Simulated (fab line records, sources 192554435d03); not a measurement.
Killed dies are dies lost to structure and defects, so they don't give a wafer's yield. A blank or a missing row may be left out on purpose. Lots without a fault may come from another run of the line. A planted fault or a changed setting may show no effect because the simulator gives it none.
Split-lot experiment | flow n5_finfet | 7 lots, 21 wafers read, on a route of 1938 steps

THE SPLIT
At N5_BEOL_M14_ILD_DEP_00 (deposits SiO2 from TEOS/O2, target thk 1119.3 nm, time 237.4 s), the setting time_s was moved away from the recipe's 237.4 s on 2 of the 21 wafers read, by +10.1% to +12.4%. The other wafers ran this setting at the recipe's value.

The file shows no step between the split and the reading.

THE READING
M14_ILD_THK, in nm, at N5_BEOL_M14_THK_MEAS_01. Fault-free wafers of this fab line usually give 1119 nm, standard deviation 16 nm.

wafer  | tool, chamber at the split | time_s as run, s | against the recipe | M14_ILD_THK, nm | against lot-mates on the recipe
L080.2 | pecvd-01, 2                | 237.4            | recipe             | 1100            | -
L080.3 | pecvd-01, 0                | 237.4            | recipe             | 1097            | -
L080.6 | pecvd-01, 2                | 237.4            | recipe             | 1117            | -
L086.2 | pecvd-02, 0                | 261.4            | +10.1%             | 1223            | +118
L086.3 | pecvd-02, 2                | 237.4            | recipe             | 1087            | -
L086.5 | pecvd-02, 0                | 237.4            | recipe             | 1122            | -
L084.1 | pecvd-03, 1                | 237.4            | recipe             | 1115            | -
L084.4 | pecvd-03, 1                | 266.9            | +12.4%             | 1275            | +148
L084.5 | pecvd-03, 2                | 237.4            | recipe             | 1138            | -
L087.4 | pecvd-01, 2                | 237.4            | recipe             | 1126            | -
L087.5 | pecvd-01, 1                | 237.4            | recipe             | 1141            | -
L087.6 | pecvd-01, 0                | 237.4            | recipe             | 1135            | -
L088.1 | pecvd-01, 0                | 237.4            | recipe             | 1117            | -
L088.4 | pecvd-01, 1                | 237.4            | recipe             | 1140            | -
L088.5 | pecvd-01, 2                | 237.4            | recipe             | 1121            | -
L091.1 | pecvd-03, 1                | 237.4            | recipe             | 1129            | -
L091.3 | pecvd-03, 0                | 237.4            | recipe             | 1109            | -
L091.6 | pecvd-03, 2                | 237.4            | recipe             | 1138            | -
L096.1 | pecvd-03, 0                | 237.4            | recipe             | 1113            | -
L096.5 | pecvd-03, 2                | 237.4            | recipe             | 1138            | -
L096.6 | pecvd-03, 1                | 237.4            | recipe             | 1162            | -

THE FIT
A straight line over all 21 wafers: M14_ILD_THK changes by +11.3 nm for each +1% of time_s; r = +0.91; the points scatter about the line by 18 nm.
The same after taking each lot's own level away (the mean of its wafers on the recipe; 21 wafers): +11.9 nm for each +1%; r = +0.95; scatter 13 nm.
On that fit, the largest move of time_s shifts the reading by 1.5e+02 nm.
The lots' own levels span 1104.5 to 1137.7 nm, that is 2.1 times the standard deviation above.
So the lot-to-lot level changes the slope little: the two slopes agree.
Check: with one of the wafers moved furthest among these (+12.4%) left out of the fit, the line predicts +146 nm for it against its lot-mates. It came out at +148 nm against them.

OTHER SPLITS ON THESE WAFERS
These wafers also went through other splits before the reading. Each is held against what the fit with the lots' levels taken away leaves over:
other split on the same wafers    | wafers away from the commonest value | r with M14_ILD_THK (lot level and that fit taken away)
N5_BEOL_M5_EXPOSE_25 dose_mj      | 8                                    | +0.31
N5_BEOL_M7_ETCH_61 source_w       | 10                                   | +0.10
N5_BEOL_M10_VIA_ETCH_34 bias_w    | 2                                    | -0.13
N5_BEOL_M10_ETCH_41 source_w      | 3                                    | +0.30
N5_BEOL_M11_EXPOSE_25 dose_mj     | 8                                    | -0.21
N5_BEOL_M11_VIA_ETCH_34 time_s    | 6                                    | +0.10
N5_BEOL_M13_CMP_49 down_force_psi | 8                                    | -0.33

THE WHOLE CHAIN: every reading that the file lists as answering this split, in the file's order
step                    | what it does                                                   | reading                                                                             | change (the file's fit)              | r (the file's)
N5_BEOL_M14_ILD_DEP_00  | deposits SiO2 from TEOS/O2, target thk 1119.3 nm, time 237.4 s | SiO2_of_BEOL_M14_ILD_DEP_00.thk_nm (the simulator's own value, which no gauge read) | +11.9 nm for each +1% of the setting | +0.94
N5_BEOL_M14_THK_MEAS_01 |                                                                | M14_ILD_THK                                                                         | +11.9 for each +1% of the setting    | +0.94
N5_BEOL_M14_VIA_ETCH_16 | etches SiO2 in C4F8/O2/Ar, target depth 1231.3 nm              | etch.depth_nm (the simulator's own value, which no gauge read)                      | +11.9 nm for each +1% of the setting | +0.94
N5_BEOL_M14_VIA_ETCH_16 | etches SiO2 in C4F8/O2/Ar, target depth 1231.3 nm              | coat_of_BEOL_M14_COAT_04.thk_nm (the simulator's own value, which no gauge read)    | -2.59 nm for each +1% of the setting | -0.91

THE FILE'S OWN FIT
M14_ILD_THK changes by +11.9 nm for each +1% of time_s, r = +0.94.
